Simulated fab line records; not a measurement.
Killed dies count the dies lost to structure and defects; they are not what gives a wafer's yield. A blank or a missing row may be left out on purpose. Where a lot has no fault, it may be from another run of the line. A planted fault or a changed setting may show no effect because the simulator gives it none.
Struck lot and sound lot, side by side + flow n5-finfet + 16 steps out of a route of 1938
Sound: the wafers L573.1, L573.4, L573.6. Struck: wafer L588.4 (left out: L588.3, L588.5 of the same lot, which were not struck); the cause appears at the end.
Each step with rows lists, per side, the tool, then ch with its chambers, then its first start. Under that, the readings that differ: sound wafers + struck wafers + difference of the means + sigmas: that difference in standard deviations of wafers without a fault.
alike: a reading whose means differ by less than 2 such deviations, as well as words and numbers matching on both sides. not compared: withheld readings; readings where some wafer has no value; bounds like >300 that might hide an equal value; numbers whose values overlap and for which the record gives no deviation.
Wherever a step has rows on one side only, a row that says differs or no value, or a row with sigmas, the two part there. Non-overlapping numbers with no deviation appear without sigmas and do not part them. A reading that every wafer of one side lacks parts them only if that side has two wafers or more.

first, 1 step without rows for these wafers: N5_BEOL_M2_ETCH_41 (etches SiCN in CH3F/O2, target depth 29.9 nm, time 52.5 s).
N5_BEOL_M2_STRIP_97: strips in N2/H2, time 10 s.
  sound on rie-diel-03 ch 1,2; struck on rie-diel-05 ch 0
| reading                         | sound             | struck | difference | sigmas |
|---------------------------------|-------------------|--------|------------|--------|
| drypump-motor-current-A (A)     | 5.41 5.61 5.61    | 5.10   | -0.44      | -2     |
| showerhead-plenum-p-Torr (Torr) | 2.58 2.33 2.33    | 2.62   | +0.21      | +2     |
| throttle-valve-pct (%)          | 23.32 23.52 23.51 | 23.94  | +0.49      | +2     |
  alike: oes-product-au, rf-vpp-V
  not compared: rf-hours-counter-h
N5_BEOL_M2_OCD_MEAS_38:
  sound on ocd-01, day 8 01:49; struck on ocd-02, day 12 06:12
  alike: trench-depth-nm
then, 4 steps without rows for these wafers: N5_BEOL_M2_HM_STRIP_39 (strips TiN in peroxide tin strip, target depth 25 nm, time 158 s); N5_BEOL_M2_SRD_40 (time 30 s); N5_BEOL_M2_PRECLEAN_42 (cleans in residue remover, time 60 s); N5_BEOL_M2_SRD_43 (time 30 s).
N5_BEOL_M2_CD_MEAS_35: target cd 18 nm, target cd y 22.2 nm.
  sound on cd-sem-01, day 8 01:58; struck on cd-sem-01, day 12 06:22
  alike: cd-nm
N5_BEOL_M2_DEGAS_44: time 60 s.
  sound on pvd-sputter-03, day 8 02:20; struck on pvd-sputter-01, day 12 06:54
  alike: heater-power-w
N5_BEOL_M2_PRE_CLEAN_45: time 30 s.
  sound on pvd-sputter-03, day 8 02:23; struck on pvd-sputter-01, day 12 06:56
  alike: heater-power-w
then, 1 step without rows for these wafers: N5_BEOL_M2_ALD_84 (deposits TaN, pulse time 2 s, purge time 3 s, co reactant purge time 2 s).
N5_BEOL_M2_SURFACE_TREAT_85:
  sound on pvd-sputter-03, day 8 02:44; struck on pvd-sputter-01, day 12 07:14
  not compared: throttle-valve-pct
N5_BEOL_M2_CVD_47: deposits Co from CCTBA/H2, target thk 3 nm, time 223.8 s.
  sound on cvd-co-01 ch 1,2, day 8 02:49; struck on cvd-co-01 ch 1, day 12 07:17
| reading          | sound             | struck | difference | sigmas      |
|------------------|-------------------|--------|------------|-------------|
| run-length-s (s) | 246.3 247.6 246.3 | 181.9  | -64.8      | -99 or more |
N5_BEOL_M2_SPUTTER_48: material Cu, target thk 4.5 nm, time 8.29 s.
  sound on pvd-sputter-01, day 8 02:58; struck on pvd-sputter-01, day 12 07:27
  alike: chuck-gas-flow-sccm, substrate-temp-c, throttle-valve-pct
N5_BEOL_M4_RC_MEAS_101:
  sound on prober-01 ch 0, day 9 03:23; struck on prober-01 ch 0, day 14 05:32
| reading        | sound             | struck | difference | sigmas |
|----------------|-------------------|--------|------------|--------|
| DIBL_N (mV/V)  | 35.0 34.1 34.8    | 37.2   | +2.6       | +2     |
| DIBL_P (mV/V)  | 35.3 34.4 35.4    | 38.5   | +3.5       | +2     |
| IOFF_N (nA/um) | 0.150 0.142 0.149 | 0.188  | +0.041     | +2     |
  alike: IOFF_P, ION_N, ION_P, SS_N, SS_P, VT_N, VT_P
-- record jumps: 4 days separate the struck wafers' starts on either side; left off in module BEOL_M4, taken up again in module PASSIVATION, whose first shown step is the route's number 1936 --
N5_PASSIVATION_PROBE_49:
  sound on prober-01, day 14 03:19; struck on prober-02, day 18 15:53
| reading            | sound    | struck | difference | sigmas |
|--------------------|----------|--------|------------|--------|
| killed_at_M0_to_M3 | 54 38 55 | 24     | -25        | -2     |
| killed-at-other    | 3 2 3    | 8      | +5         | +2     |
  alike: defect-limited-yield, killed_at_M4_up, killed-at-contacts, killed-at-front-end, killed-dies, killed-open, killed-short, sort_bin_5_function, sort_bin_6_memory, sort-n-pass, sort-yield-pct

## WHERE THEY PART
First at N5_BEOL_M2_STRIP_97; last, within this record, at N5_PASSIVATION_PROBE_49.

WHY: what the simulator had put in
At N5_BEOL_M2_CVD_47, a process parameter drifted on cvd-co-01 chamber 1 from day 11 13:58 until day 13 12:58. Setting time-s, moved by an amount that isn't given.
